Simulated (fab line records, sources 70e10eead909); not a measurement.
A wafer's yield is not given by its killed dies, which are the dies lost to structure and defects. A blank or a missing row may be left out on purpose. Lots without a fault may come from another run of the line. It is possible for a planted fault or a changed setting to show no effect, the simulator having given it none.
Which tool was responsible? ; flow nand harc ; route of 1302 steps, sampled at 1 step: 6 lots, 18 wafers

## WHAT THE GAUGES READ, wafer by wafer
NHARC_P_M0_OVL_MEAS_10: pitch 180 nm.
lot;measured;on;overlay x nm (nm)
L862;day 7 06:48;overlay-02;0.2 0.1 0.6
L863;day 7 18:43;overlay-02;-0.3 -1.0 -0.1
L873;day 12 05:59;overlay-02;0.2 1.1 0.5
L877;day 13 11:28;overlay-02;0.1 -0.3 -0.2
L878;day 14 03:43;overlay-01;-0.8 -0.5 -0.7
L881;day 15 04:03;overlay-02;-0.5 -0.5 -0.7

## EACH LOT AND THE TOOL THAT RAN IT (in order: tool; ch and the chambers of the sampled wafers; start)
The record shows no process step preceding these readings.

## THE ANSWER, worked out from the rows above alone
Rule: the lots themselves supply what counts as usual. The widest of any qualifying gaps counts: lots, ordered by their means at a reading, are off when they make up no more than a third of the lots, leave a main group of 4 or more, and stand apart from it by 3 or more times the standard deviation of that group's means. If all means in a main group match to the digits the tables above print for the reading, that group is not used. A lot without any number at a reading at which 4 lots or more have one is off too. Any other lot the step has rows for is counted as sound.
None of the lots is off at any reading shown; this tells nothing.

## WHAT THE SIMULATOR HAD PUT IN
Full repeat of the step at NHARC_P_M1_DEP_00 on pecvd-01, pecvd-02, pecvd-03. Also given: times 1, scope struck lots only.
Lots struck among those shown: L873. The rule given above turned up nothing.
